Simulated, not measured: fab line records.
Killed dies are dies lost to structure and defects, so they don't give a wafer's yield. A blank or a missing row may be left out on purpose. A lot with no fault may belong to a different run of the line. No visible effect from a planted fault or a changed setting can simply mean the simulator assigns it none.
fab line records ; flow n5-finfet
record lots=8; wafers=23; last-day=18
route steps=1938 shown BEOL_M2@859 BEOL_M4@1111 PASSIVATION@1936
lots untouched by any fault: they come from a run of this same line in which no faults occurred
start-h: the number of hours between the record's first day and the start of the first shown wafer of the lot ; wait-h: how many hours have passed since the lot's step before this one ; " repeats the value in the row above ; L1.1+2: one row covering several wafers at once ; - no value present, or no start provided ; * or withheld: withheld ; < > ~ a bound
route shown NAME@n: NAME is a module with steps in the file, n the number in the route of the first one ; usual: mean/standard deviation taken from wafers without a fault ; same: alike in all rows ; chamber/n: place in a boat ; sites: the reading at each site ; _std_site: standard deviation of those values ; _edge_site: inner sites' mean taken away from outer sites' mean ; radius-mm: for every site, how far away it sits from the centre of the wafer ; mask NAME#n: copy n ; behind: tool/chamber where the wafer was last shaped ; hold: cause of the lot's hold/its duration in hours/its outcome ; device: the transistor (n, p or np) that didn't switch ; end of line: the tests these same wafers got at the end of their route ; step lacking rows: just its recipe ; killed: the dies lost at the first sort to structure and to defects; this is not the yield of the wafer ; map: per-die view of a wafer (x killed, . not killed, _ where there is no die)
set.NAME: the setting as run; set.NAME@STEP: as run at that earlier step ; model.NAME: the simulator's own value behind a step, which no gauge read
steps of the route over a sample of lots; a table a step, a row a wafer
services: from which hour (start-h, from the record's first day; less than 0 if before it) a tool's chamber was out of use, for how many hours, and why
## steps
# step N5_BEOL_M2_ETCH_63
# recipe chemistry=CF4; target=SiARC; target-depth-a=156; mask-material=CAR-EUV; time-s=26; ion-energy-ev=80; pressure-mtorr=40; source-w=545; bias-w=36; Ar_flow_sccm=100; cf4-flow-sccm=100; ends=cleared
# usual drypump-motor-current-A=5.8/0.48; etch-rf-on-time-s=26.4/0.84; oes-product-au=0.64/0.067; rf-vpp-V=184.1/1.2; showerhead-plenum-p-Torr=2.14/0.064; throttle-valve-pct=15.74/0.24
lot.wafer;tool;chamber;start-h;wait-h;drypump-motor-current-A;etch-rf-on-time-s;oes-product-au;rf-hours-counter-h;rf-vpp-V;showerhead-plenum-p-Torr;throttle-valve-pct
L433.3;rie-diel-01;2;133.13;0.0;5.7;26.0;0.66;157;185.1;2.22;15.90
L433.4;rie-diel-01;3;133.13;0.0;5.7;26.0;0.66;155;183.0;2.13;15.56
L433.6;rie-diel-01;2;133.13;0.0;5.7;26.0;0.66;-;185.0;2.22;15.91
L434.1;rie-diel-02;0;146.96;0.0;5.3;25.2;0.64;180;183.9;2.14;15.95
L434.3;rie-diel-02;1;146.96;0.0;5.9;26.9;0.63;127;183.1;2.05;15.49
L434.5;rie-diel-02;0;146.96;0.0;5.3;25.3;0.63;-;183.6;2.14;15.96
L436.3;rie-diel-05;1;161.14;0.0;4.7;26.5;0.59;200;185.4;2.21;15.98
L436.4;rie-diel-05;2;161.14;0.0;5.9;25.2;0.63;198;185.0;2.12;15.69
L436.6;rie-diel-05;3;161.14;0.0;5.6;27.1;0.57;-;183.0;2.21;15.66
L443.1;rie-diel-05;3;210.02;0.0;5.6;26.8;0.58;239;184.4;2.21;15.69
L443.4;rie-diel-05;2;210.02;0.0;5.8;25.8;0.60;-;184.9;2.11;15.69
L443.6;rie-diel-05;1;210.02;0.0;4.7;27.4;0.58;-;184.1;2.20;16.01
L446.1;rie-diel-02;1;215.27;0.0;5.8;26.9;0.62;152;183.2;2.04;15.52
L446.3;rie-diel-02;0;215.27;0.0;5.3;25.3;0.62;206;184.3;2.13;15.99
L446.5;rie-diel-02;1;215.27;0.0;5.9;27.0;0.62;-;183.0;2.04;15.52
L455.3;rie-diel-01;3;266.32;0.0;5.7;26.0;0.63;203;183.9;2.11;15.61
L455.5;rie-diel-01;1;266.32;0.0;6.6;25.2;0.76;-;186.1;2.17;15.03
L455.6;rie-diel-01;0;266.32;0.0;6.3;25.1;0.82;-;184.8;2.28;15.65
L454.2;rie-diel-02;1;268.51;0.0;5.8;27.0;0.60;179;183.0;2.03;15.59
L454.5;rie-diel-02;2;268.51;0.0;5.8;27.1;0.65;-;183.9;2.17;15.78
L454.6;rie-diel-02;0;268.51;0.0;5.3;25.6;0.61;-;183.4;2.12;16.04
L456.2;rie-diel-01;3;280.34;0.0;5.8;25.9;0.62;210;185.0;2.11;15.68
L456.5;rie-diel-01;2;280.34;0.0;5.7;26.1;0.62;-;185.3;2.20;16.04
# step N5_BEOL_M2_STRIP_19
# recipe chemistry=O2; power-w=400; temp-c=40; pressure-mtorr=30; rf-frequency-hz=6e+07; bias-power-w=0; overash-fraction=0.2; o2-flow-sccm=225
# usual drypump-motor-current-A=5.7/0.42; oes-product-au=0.75/0.07; rf-vpp-V=3.7/0.48; showerhead-plenum-p-Torr=2.09/0.068; throttle-valve-pct=16.84/0.24
lot.wafer;tool;chamber;start-h;wait-h;drypump-motor-current-A;oes-product-au;rf-hours-counter-h;rf-vpp-V;showerhead-plenum-p-Torr;throttle-valve-pct
L433.3;rie-diel-02;1;133.44;0.1;5.9;0.77;122;3.4;2.01;16.57
L433.4;rie-diel-02;2;133.44;0.1;5.7;0.83;82;3.9;2.13;16.70
L433.6;rie-diel-02;1;133.44;0.1;5.8;0.77;-;3.8;2.01;16.59
L434.1;rie-diel-02;0;147.29;0.1;5.3;0.76;180;3.5;2.09;17.00
L434.3;rie-diel-02;3;147.29;0.1;5.9;0.93;19;2.9;2.07;16.69
L434.5;rie-diel-02;2;147.29;0.1;5.7;0.81;-;3.2;2.13;16.71
L436.3;rie-diel-02;1;161.46;0.1;5.8;0.76;132;4.1;2.01;16.60
L436.4;rie-diel-02;3;161.46;0.1;5.9;0.91;23;3.5;2.07;16.68
L436.6;rie-diel-02;0;161.46;0.1;5.3;0.74;-;3.7;2.09;17.00
L443.1;rie-diel-05;2;210.46;0.2;5.9;0.70;214;3.6;2.08;16.78
L443.4;rie-diel-05;1;210.46;0.2;4.8;0.68;-;4.1;2.17;17.18
L443.6;rie-diel-05;3;210.46;0.2;5.6;0.67;-;4.0;2.15;16.68
L446.1;rie-diel-01;2;215.67;0.2;5.7;0.75;193;4.6;2.20;17.26
L446.3;rie-diel-01;2;215.67;0.2;5.7;0.75;-;3.4;2.20;17.26
L446.5;rie-diel-01;2;215.67;0.2;5.7;0.74;-;3.1;2.20;17.23
L455.3;rie-diel-02;0;267.00;0.4;5.3;0.72;227;4.0;2.08;17.08
L455.5;rie-diel-02;1;267.00;0.4;5.9;0.72;-;3.3;1.99;16.69
L455.6;rie-diel-02;0;267.00;0.4;5.3;0.73;-;3.7;2.08;17.11
L454.2;rie-diel-02;1;269.09;0.3;5.9;0.71;179;3.9;1.99;16.68
L454.5;rie-diel-02;1;269.09;0.3;5.9;0.72;-;3.4;1.99;16.68
L454.6;rie-diel-02;0;269.09;0.3;5.3;0.71;-;3.2;2.07;17.08
L456.2;rie-diel-02;0;280.66;0.1;5.3;0.72;234;3.5;2.07;17.09
L456.5;rie-diel-02;0;280.66;0.1;5.3;0.71;-;4.2;2.07;17.11
# step N5_BEOL_M2_COAT_68
# recipe resist=SiARC; temp-c=220; time-s=60; spin-rpm=1500; resist-thk-nm=12
# usual heater-power-total-W=427.4/2.2; spin-speed-rpm=1499.7/0.8
lot.wafer;tool;chamber;start-h;wait-h;heater-power-total-W;spin-speed-rpm
L433.3;litho-track-03;0;133.55;-;429.7;1499.4
L433.4;litho-track-03;0;133.55;-;427.3;1500.4
L433.6;litho-track-03;0;133.55;-;429.6;1500.5
L434.1;litho-track-05;0;147.40;-;430.3;1500.2
L434.3;litho-track-05;0;147.40;-;424.8;1498.9
L434.5;litho-track-05;0;147.40;-;429.2;1498.5
L436.3;litho-track-03;0;161.57;-;424.4;1499.8
L436.4;litho-track-03;0;161.57;-;428.8;1499.2
L436.6;litho-track-03;0;161.57;-;430.7;1499.4
L443.1;litho-track-03;0;210.56;-;425.3;1501.4
L443.4;litho-track-03;0;210.56;-;424.3;1499.1
L443.6;litho-track-03;0;210.56;-;426.7;1500.0
L446.1;litho-track-05;0;215.80;-;427.8;1499.4
L446.3;litho-track-05;0;215.80;-;424.7;1500.0
L446.5;litho-track-05;0;215.80;-;427.7;1499.2
L455.3;litho-track-03;0;267.11;-;424.1;1270.2
L455.5;litho-track-03;0;267.11;-;428.9;1270.5
L455.6;litho-track-03;0;267.11;-;424.8;1271.4
L454.2;litho-track-03;0;269.20;-;430.0;1271.1
L454.5;litho-track-03;0;269.20;-;428.2;1270.5
L454.6;litho-track-03;0;269.20;-;426.9;1270.5
L456.2;litho-track-05;0;280.76;-;426.6;1500.1
L456.5;litho-track-05;0;280.76;-;425.6;1501.0
# step N5_BEOL_M2_ETCH_77
# recipe chemistry=N2/H2; target=underlayer; target-depth-a=65; mask-material=CAR-EUV; time-s=5.2; ion-energy-ev=200; pressure-mtorr=30; source-w=840; bias-w=150; n2-flow-sccm=200; h2-flow-sccm=200; ends=cleared
# usual drypump-motor-current-A=5.7/0.48; etch-rf-on-time-s=5.30/0.16; oes-product-au=0.64/0.07; rf-vpp-V=523.9/2.5; showerhead-plenum-p-Torr=2.55/0.073; throttle-valve-pct=17.97/0.29
lot.wafer;tool;chamber;start-h;wait-h;drypump-motor-current-A;etch-rf-on-time-s;oes-product-au;rf-hours-counter-h;rf-vpp-V;showerhead-plenum-p-Torr;throttle-valve-pct
L433.3;rie-diel-05;1;134.14;0.0;4.7;5.36;0.59;190;524.1;2.63;18.30
L433.4;rie-diel-05;1;134.14;0.0;4.7;5.32;0.60;-;524.9;2.63;18.32
L433.6;rie-diel-05;2;134.14;0.0;5.8;5.06;0.63;-;526.1;2.50;17.61
L434.1;rie-diel-05;0;147.97;0.0;6.4;5.54;0.63;152;520.9;2.46;17.95
L434.3;rie-diel-05;3;147.97;0.0;5.7;5.34;0.59;217;526.0;2.62;17.80
L434.5;rie-diel-05;3;147.97;0.0;5.6;5.35;0.59;-;525.6;2.62;17.77
L436.3;rie-diel-05;1;162.27;0.0;4.8;5.45;0.58;201;526.4;2.62;18.33
L436.4;rie-diel-05;3;162.27;0.0;5.7;5.44;0.58;222;525.5;2.62;17.81
L436.6;rie-diel-05;3;162.27;0.0;5.6;5.50;0.58;-;526.3;2.62;17.80
L443.1;rie-diel-02;1;211.57;0.0;5.9;5.39;0.62;150;521.6;2.47;18.10
L443.4;rie-diel-02;3;211.57;0.0;5.9;5.13;0.75;-;523.1;2.50;18.00
L443.6;rie-diel-02;1;211.57;0.0;5.9;5.36;0.63;-;518.1;2.47;18.13
L446.1;rie-diel-02;0;216.36;0.0;5.3;5.11;0.62;206;520.1;2.53;18.43
L446.3;rie-diel-02;1;216.36;0.0;5.9;5.31;0.62;153;521.0;2.47;18.11
L446.5;rie-diel-02;1;216.36;0.0;5.9;5.29;0.62;-;519.9;2.47;18.11
L455.3;rie-diel-02;2;268.39;0.0;5.7;5.46;0.65;123;525.6;2.57;18.01
L455.5;rie-diel-02;1;268.39;0.0;5.9;5.42;0.59;-;521.3;2.46;18.16
L455.6;rie-diel-02;0;268.39;0.0;5.3;5.16;0.58;-;522.8;2.52;18.44
L454.2;rie-diel-05;3;270.03;0.0;5.6;5.35;0.82;2;527.1;2.61;17.41
L454.5;rie-diel-05;3;270.03;0.0;5.6;5.32;0.82;-;527.0;2.61;17.41
L454.6;rie-diel-05;2;270.03;0.0;5.9;5.13;0.59;-;525.0;2.48;17.66
L456.2;rie-diel-05;2;281.46;0.0;5.9;5.10;0.59;239;523.7;2.48;17.67
L456.5;rie-diel-05;2;281.46;0.0;5.9;5.17;0.59;-;522.6;2.48;17.65
# step N5_BEOL_M2_ETCH_69
# recipe chemistry=CF4; target=SiARC; target-depth-a=156; mask-material=CAR-EUV; time-s=26; ion-energy-ev=80; pressure-mtorr=40; source-w=545; bias-w=36; Ar_flow_sccm=100; cf4-flow-sccm=100; ends=cleared
# usual drypump-motor-current-A=5.7/0.48; etch-rf-on-time-s=26.5/0.87; oes-product-au=0.64/0.073; rf-vpp-V=184.0/1; showerhead-plenum-p-Torr=2.14/0.06; throttle-valve-pct=15.73/0.23
lot.wafer;tool;chamber;start-h;wait-h;drypump-motor-current-A;etch-rf-on-time-s;oes-product-au;rf-hours-counter-h;rf-vpp-V;showerhead-plenum-p-Torr;throttle-valve-pct
L433.3;rie-diel-05;1;134.16;0.0;4.7;26.9;0.60;190;184.8;2.21;15.97
L433.4;rie-diel-05;1;134.16;0.0;4.8;26.9;0.59;-;185.6;2.21;15.96
L433.6;rie-diel-05;2;134.16;0.0;5.9;25.5;0.63;-;184.2;2.12;15.65
L434.1;rie-diel-05;0;147.99;0.0;6.3;27.8;0.63;152;181.9;2.09;15.81
L434.3;rie-diel-05;3;147.99;0.0;5.6;27.4;0.58;217;184.5;2.21;15.66
L434.5;rie-diel-05;3;147.99;0.0;5.6;27.0;0.58;-;185.3;2.21;15.68
L436.3;rie-diel-05;1;162.28;0.0;4.7;27.4;0.58;201;184.2;2.20;15.97
L436.4;rie-diel-05;3;162.28;0.0;5.6;27.2;0.59;222;186.5;2.21;15.68
L436.6;rie-diel-05;3;162.28;0.0;5.6;27.3;0.58;-;186.0;2.21;15.69
L443.1;rie-diel-02;1;211.58;0.0;5.8;27.1;0.61;150;182.8;2.04;15.52
L443.4;rie-diel-02;3;211.58;0.0;5.9;25.7;0.76;-;184.0;2.10;15.60
L443.6;rie-diel-02;1;211.58;0.0;5.9;27.3;0.61;-;183.2;2.04;15.51
L446.1;rie-diel-02;0;216.38;0.0;5.3;25.3;0.62;206;184.4;2.13;16.02
L446.3;rie-diel-02;1;216.38;0.0;5.8;26.7;0.62;153;182.7;2.04;15.53
L446.5;rie-diel-02;1;216.38;0.0;5.8;26.7;0.62;-;182.6;2.04;15.51
L455.3;rie-diel-02;2;268.40;0.0;5.7;29.8;0.65;123;184.1;2.17;15.77
L455.5;rie-diel-02;1;268.40;0.0;5.8;29.6;0.59;-;182.7;2.03;15.58
L455.6;rie-diel-02;0;268.40;0.0;5.3;27.7;0.61;-;182.9;2.12;16.05
L454.2;rie-diel-05;3;270.05;0.0;5.6;29.3;0.81;2;183.9;2.20;15.24
L454.5;rie-diel-05;3;270.05;0.0;5.6;29.4;0.81;-;184.6;2.20;15.24
L454.6;rie-diel-05;2;270.05;0.0;5.9;28.2;0.59;-;183.5;2.10;15.74
L456.2;rie-diel-05;2;281.48;0.0;5.9;25.6;0.59;239;183.7;2.10;15.74
L456.5;rie-diel-05;2;281.48;0.0;5.9;25.5;0.60;-;183.1;2.10;15.73
# step N5_BEOL_M4_RC_MEAS_101
# usual DIBL_N=36.0/2.5; DIBL_P=36.2/3; IOFF_N=0.16/0.044; IOFF_P=0.21/0.049; ION_N=671/15; ION_P=461/8.7; SS_N=71.5/0.72; SS_P=73.4/0.9; VT_N=251/4.4; VT_P=-250/4
lot.wafer;tool;chamber;start-h;wait-h;DIBL_N[mV/V];DIBL_P[mV/V];IOFF_N[nA/um];IOFF_P[nA/um];ION_N[uA/um];ION_P[uA/um];SS_N[mV/dec];SS_P[mV/dec];VT_N[mV];VT_P[mV]
L433.3;prober-01;0;180.36;0.3;34.7;33.8;0.13;0.20;653;456;71.5;72.0;255;-250
L433.4;prober-01;0;180.36;0.3;36.7;36.3;0.16;0.24;672;469;71.4;73.8;249;-243
L433.6;prober-01;0;180.36;0.3;33.9;32.7;0.12;0.19;667;468;71.0;72.1;252;-246
L434.1;prober-02;0;189.25;0.6;34.6;36.4;0.13;0.19;652;449;71.9;73.2;254;-252
L434.3;prober-02;0;189.25;0.6;33.6;35.3;0.13;0.17;660;452;71.7;73.2;253;-253
L434.5;prober-02;0;189.25;0.6;33.5;35.5;0.13;0.18;652;447;72.0;73.0;254;-255
L436.3;prober-02;0;206.96;0.3;32.7;34.3;0.12;0.18;656;455;70.9;72.2;252;-249
L436.4;prober-02;0;206.96;0.3;37.3;40.0;0.20;0.24;677;459;72.3;74.3;247;-249
L436.6;prober-02;0;206.96;0.3;35.7;38.5;0.16;0.24;663;461;71.7;74.3;253;-247
L443.1;prober-02;0;244.31;0.0;35.8;35.0;0.13;0.19;662;459;71.5;73.2;253;-253
L443.4;prober-02;0;244.31;0.0;38.2;37.5;0.17;0.22;672;463;72.1;73.5;249;-247
L443.6;prober-02;0;244.31;0.0;35.3;33.7;0.13;0.18;662;464;71.2;72.7;252;-252
L446.1;prober-01;0;258.40;0.0;36.0;36.7;0.15;0.22;671;461;71.7;73.2;252;-247
L446.3;prober-01;0;258.40;0.0;36.6;38.2;0.17;0.24;686;471;71.6;74.0;250;-244
L446.5;prober-01;0;258.40;0.0;35.9;35.8;0.15;0.19;658;450;72.3;73.3;254;-253
L455.3;prober-01;0;308.65;0.3;40.1;40.6;0.25;0.31;689;470;73.0;74.3;245;-242
L455.5;prober-01;0;308.65;0.3;36.2;35.1;0.13;0.19;651;453;71.1;73.0;255;-252
L455.6;prober-01;0;308.65;0.3;37.9;37.6;0.19;0.25;675;463;71.8;73.6;246;-246
L454.2;prober-01;0;309.42;0.6;36.4;36.3;0.17;0.25;678;473;72.1;73.6;251;-248
L454.5;prober-01;0;309.42;0.6;39.7;40.5;0.26;0.34;698;475;72.2;74.3;242;-244
L454.6;prober-01;0;309.42;0.6;34.3;32.5;0.13;0.18;672;460;70.5;72.5;251;-249
L456.2;prober-02;0;318.85;0.2;37.1;38.2;0.17;0.21;685;470;71.1;74.5;253;-253
L456.5;prober-02;0;318.85;0.2;34.0;34.5;0.12;0.16;675;460;70.8;73.5;252;-258
# step N5_PASSIVATION_PROBE_49
# usual defect-limited-yield=91.7/1.4; killed_at_M0_to_M3=31/11; killed_at_M4_up=13/4.6; killed-at-contacts=13/6.7; killed-at-front-end=39/9.6; killed-at-other=3.5/2.8; killed-dies=98/16; killed-open=64/11; killed-short=33/8.5; sort_bin_5_function=4.9/0.96; sort_bin_6_memory=3.1/0.59; sort_bin_8_speed=0.2/1.3; sort-n-pass=1080/23
# same gross-dies=1180; killed-at-back-side=0; sort_bin_4_leakage[%]=0
lot.wafer;tool;chamber;start-h;wait-h;defect-limited-yield[%];killed_at_M0_to_M3;killed_at_M4_up;killed-at-contacts;killed-at-front-end;killed-at-other;killed-dies;killed-open;killed-short;sort_bin_5_function[%];sort_bin_6_memory[%];sort_bin_8_speed[%];sort-n-pass
L446.5;prober-01;-;351.99;0.2;91.9;36;11;6;35;7;95;60;34;4.0;3.7;0;1085
# killed by level:class
L446.5 DUMMY_GATE:geometric-particle:open=8 STI_FIN_REVEAL:geometric-particle:open=7 BEOL_M0_SAQP:geometric-particle:short=7 BEOL_M0_SAQP:geometric-particle:open=7 BEOL_M1:geometric-particle:open=6 FIN_SAQP:geometric-particle:open=5 GATE_CUT:geometric-particle:short=5 MOL_CONTACT_COAG:geometric-particle:open=5
## services
tool;chamber;start-h;hours;kind
litho-track-03;-;131.33;-;consumable-replace:filter
rie-diel-05;3;132.65;7.5;repair
rie-diel-01;1;135.00;12.9;repair
rie-diel-01;1;177.02;-;clean
rie-diel-01;1;177.02;-;consumable-replace:esc
rie-diel-01;1;177.02;-;consumable-replace:focus-ring
rie-diel-02;-;195.71;3.6;repair
rie-diel-01;0;199.26;-;clean
rie-diel-01;0;199.26;-;consumable-replace:focus-ring
rie-diel-01;0;199.26;-;consumable-replace:showerhead
rie-diel-01;0;199.26;18.1;scheduled-down
rie-diel-01;0;199.26;18.1;vent-cycle
rie-diel-05;0;203.48;8.1;repair
rie-diel-02;2;205.00;27.5;repair
rie-diel-02;0;226.35;10.5;repair
rie-diel-02;3;241.86;46.0;repair
rie-diel-05;3;243.39;-;clean
rie-diel-05;3;243.39;-;consumable-replace:focus-ring
rie-diel-05;3;243.39;13.8;scheduled-down
rie-diel-05;3;243.39;13.8;vent-cycle
rie-diel-05;-;266.00;4.0;pm
## key
first-sign step=N5_BEOL_M2_COAT_68; reading=spin-speed-rpm; direction=down; sigmas=99+; usual=*; struck=*
effect step=N5_BEOL_M2_ETCH_69; reading=etch-rf-on-time-s; direction=up; sigmas=2.9; usual=*; struck=*
met-at N5_BEOL_M2_COAT_68
struck-lots L454,L455
not-acting-at N5_BEOL_M2_ETCH_63,N5_BEOL_M2_STRIP_19,N5_BEOL_M2_ETCH_77
onset-between 210.56 267.11
fault kind=process-parameter-drift; tool=litho-track-03; chamber=-; onset-h=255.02; steps=N5_BEOL_M2_COAT_68; channel=spin-rpm; offset=*; shape=step; end-h=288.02; acts-in=*; stated=*
